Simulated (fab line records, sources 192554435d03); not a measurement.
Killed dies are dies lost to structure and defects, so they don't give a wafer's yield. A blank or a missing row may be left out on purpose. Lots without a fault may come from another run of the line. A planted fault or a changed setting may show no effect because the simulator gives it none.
Chamber matching | flow n5_finfet | N5_BEOL_M11_DESCUM_16 on rie_diel-05: 4 sister chambers
The step chemistry O2, time 7.9 s. 8 wafers are shown with their chamber, then 7 later ones without.

WAFERS WITH THEIR CHAMBER
wafer  | chamber | showerhead_plenum_p_Torr (Torr) | throttle_valve_pct (%)
L076.6 | 3       | 2.17                            | 20.43
L079.5 | 1       | 2.23                            | 20.45
L079.6 | 2       | 2.05                            | 20.40
L090.1 | 0       | 2.06                            | 20.21
L090.2 | 3       | 2.17                            | 20.48
L090.5 | 1       | 2.22                            | 20.48
L095.2 | 0       | 2.06                            | 20.22
L095.3 | 2       | 2.04                            | 20.45

WAFERS WITHOUT THEIR CHAMBER
wafer  | showerhead_plenum_p_Torr (Torr) | throttle_valve_pct (%)
L095.6 | 2.04                            | 20.46
L097.3 | 2.04                            | 20.45
L097.4 | 2.06                            | 20.22
L097.6 | 2.06                            | 20.21
L096.1 | 2.21                            | 20.50
L096.3 | 2.06                            | 20.23
L096.5 | 2.21                            | 20.50

WHICH CHAMBER EACH WENT THROUGH
wafer  | from the rows above | in truth
L095.6 | 2                   | 2
L097.3 | 2                   | 2
L097.4 | 0                   | 0
L097.6 | 0                   | 0
L096.1 | 1                   | 1
L096.3 | 0                   | 0
L096.5 | 1                   | 1
Placed correctly: 7 of 7. Can't be placed from these rows: 0. Placed wrongly: 0.
How it was worked out, from the rows above alone: a wafer's distance from a chamber is the root of the sum, over the readings, of the square of ((its reading less the chamber's mean) divided by the reading's scatter). The wafer belongs to the nearest chamber; if the next one is less than 2 further off, it can't be placed. A chamber's mean is the mean of its shown wafers. The scatter: the root of (the sum of the squares of (reading less its chamber's mean) over the shown wafers, divided by (wafers less chambers)).
